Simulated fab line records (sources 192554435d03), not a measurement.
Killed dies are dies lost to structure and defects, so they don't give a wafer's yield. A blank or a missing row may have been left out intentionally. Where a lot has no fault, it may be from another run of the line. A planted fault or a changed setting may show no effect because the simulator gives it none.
Split-lot experiment	flow n5_finfet	21 wafers read from 7 lots, route of 1938 steps

== ABOUT THE SPLIT ==
At N5_BEOL_M14_TRENCH_ETCH_34 (etches SiO2 in C4F8/O2/Ar, target depth 556.65 nm, time 126.9 s), the setting bias_w was moved away from the recipe's 2040 W on 6 of the 21 wafers read, by -15.2% to +9.9%. All remaining wafers had this setting at the recipe value.

Reading taken at the split's own step.

== THE READING ==
rf_vpp_V, in V, at N5_BEOL_M14_TRENCH_ETCH_34 (etches SiO2 in C4F8/O2/Ar, target depth 556.65 nm, time 126.9 s). On this fab line, fault-free wafers typically give 2199 V with a standard deviation of 49 V.

wafer	tool, chamber at the split	bias_w as run, W	against the recipe	rf_vpp_V, V	against lot-mates on the recipe
L077.3	rie_diel-06, 3	2040	recipe	2244	-
L077.5	rie_diel-06, 1	2040	recipe	2224	-
L077.6	rie_diel-06, 2	2040	recipe	2244	-
L079.4	rie_diel-02, 1	2040	recipe	2219	-
L079.5	rie_diel-02, 1	2040	recipe	2219	-
L079.6	rie_diel-02, 2	2040	recipe	2198	-
L080.4	rie_diel-05, 2	2040	recipe	2113	-
L080.5	rie_diel-05, 1	2040	recipe	2177	-
L080.6	rie_diel-05, 0	2040	recipe	2148	-
L084.2	rie_diel-05, 2	2040	recipe	2112	-
L084.3	rie_diel-05, 0	2040	recipe	2149	-
L084.6	rie_diel-05, 2	2040	recipe	2112	-
L085.2	rie_diel-02, 1	2040	recipe	2220	-
L085.3	rie_diel-02, 0	2242	+9.9%	2427	+252
L085.5	rie_diel-02, 3	2040	recipe	2131	-
L087.1	rie_diel-05, 1	2040	recipe	2176	-
L087.3	rie_diel-05, 2	1729	-15.2%	1875	-301
L087.6	rie_diel-05, 0	1729	-15.2%	1909	-267
L097.1	rie_diel-06, 1	1812	-11.2%	2044	no lot-mate on the recipe
L097.3	rie_diel-06, 0	1812	-11.2%	1981	no lot-mate on the recipe
L097.5	rie_diel-06, 2	1812	-11.2%	2062	no lot-mate on the recipe

THE FIT
A straight line over all 21 wafers: rf_vpp_V changes by +17.8 V for each +1% of bias_w; r = +0.92; the points scatter about the line by 51 V.
The same after taking each lot's own level away (the mean of its wafers on the recipe; 18 wafers): +20 V for each +1%; r = +0.97; scatter 27 V.
The reading moves by 3e+02 V for the largest change in bias_w, on that fit.
Across the lots, their own levels run from 2124.3 to 2237.3 V, a range of 2.3 times the standard deviation given above.
In other words, the slope is changed by the lot-to-lot level; the two fits disagree.
Check: with one of the wafers moved furthest among these (-15.2%) left out of the fit, the line predicts -299 V for it against its lot-mates. Against them it came out at -301 V.
Tool readings at the split's step, against how far the setting was moved: rf_vpp_V r = +0.92.

== THESE WAFERS: OTHER SPLITS ==
Other splits were also applied to these wafers ahead of the reading. Each is held against what the fit with the lots' levels taken away leaves over:
other split on the same wafers	wafers away from the commonest value	r with rf_vpp_V (lot level and that fit taken away)
N5_BEOL_M14_EXPOSE_25 dose_mj	5	+0.02

== THE FILE'S OWN FIT ==
rf_vpp_V changes by +20.7 V for each +1% of bias_w, r = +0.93.
